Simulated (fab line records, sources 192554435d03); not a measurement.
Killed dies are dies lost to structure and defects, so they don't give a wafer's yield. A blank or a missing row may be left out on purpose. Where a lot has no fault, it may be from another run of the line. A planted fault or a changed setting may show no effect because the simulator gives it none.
Matching of chambers -- flow n5_finfet -- N5_SDB_HM_DEP_00 on pecvd-01 has 3 sister chambers
The step deposits SiNx from SiH4/NH3/N2, target thk 40 nm, time 35.3 s. 3 wafers are shown with their chamber, then 9 later ones without.

## WAFERS WITH THEIR CHAMBER
wafer,chamber,throttle_valve_pct (%)
L086.1,1,40.2
L088.2,2,34.9
L088.5,0,40.2

## WAFERS MISSING THEIR CHAMBER
wafer,throttle_valve_pct (%)
L090.3,35.3
L090.4,35.3
L090.6,40.4
L093.2,40.4
L093.5,35.4
L093.6,40.0
L096.2,40.1
L096.3,40.5
L096.4,40.2

## WHICH CHAMBER EACH ONE RAN IN
wafer,from the rows above,in truth
L090.3,2,2
L090.4,2,2
L090.6,can't be placed: 0 or 1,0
L093.2,can't be placed: 0 or 1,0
L093.5,2,2
L093.6,can't be placed: 0 or 1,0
L096.2,can't be placed: 0 or 1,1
L096.3,can't be placed: 0 or 1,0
L096.4,can't be placed: 0 or 1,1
Placed correctly: 3 of 9. These rows do not allow placing 6 (true chamber among the candidates in 6). 0 placed wrongly.
How it was worked out, from the rows above alone: a wafer's distance from a chamber is the root of the sum, over the readings, of the square of ((its reading less the chamber's mean) divided by the reading's scatter). If the next closest chamber is less than 2 further off than the closest, the wafer can't be placed; otherwise it belongs to the closest. A chamber's mean is the mean of its shown wafers. The scatter: with one shown wafer a chamber, the root of the mean of the squares of how far each hidden wafer lies from its nearest shown one.
